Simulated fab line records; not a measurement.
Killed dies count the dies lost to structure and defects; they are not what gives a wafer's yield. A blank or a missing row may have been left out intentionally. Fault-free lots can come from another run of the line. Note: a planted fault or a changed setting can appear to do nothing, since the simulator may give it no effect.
Matching of chambers	flow n5 finfet	pecvd-04 running N5_BEOL_M2_ILD_DEP_00: 3 sister chambers
The step deposits SiOC from DEMS/O2, target thk 79 nm, time 15.3 s. 3 wafers are shown with their chamber, then 9 later ones without.

## WAFERS PAIRED WITH THEIR CHAMBERS
wafer	chamber	heater power outer w (W)
L080.4	1	240
L086.2	0	287
L086.6	2	321

## WAFERS WITH NO CHAMBER GIVEN
wafer	heater power outer w (W)
L088.1	245
L088.4	360
L088.5	257
L090.2	270
L090.3	351
L090.5	244
L093.3	261
L093.5	268
L093.6	320

## WHICH CHAMBER EACH WENT THROUGH
wafer	from the rows above	in truth
L088.1	can't be placed: 1 or 0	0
L088.4	can't be placed: 2 or 0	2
L088.5	can't be placed: 1 or 0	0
L090.2	can't be placed: 0 or 1 or 2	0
L090.3	can't be placed: 2 or 0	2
L090.5	can't be placed: 1 or 0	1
L093.3	can't be placed: 1 or 0 or 2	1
L093.5	can't be placed: 0 or 1 or 2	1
L093.6	can't be placed: 2 or 0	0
Correctly placed: 0 of 9. These rows do not allow placing 9 (true chamber among the candidates in 9). Number placed wrongly: 0.
How it was worked out, from the rows above alone: a wafer's distance from a chamber is the root of the sum, over the readings, of the square of ((its reading less the chamber's mean) divided by the reading's scatter). The wafer belongs to the nearest chamber; if the next one is less than 2 further off, it can't be placed. Each chamber's mean is taken over the wafers shown for it. The scatter: root of mean squared gap, hidden wafer to nearest shown wafer, with one shown wafer a chamber.
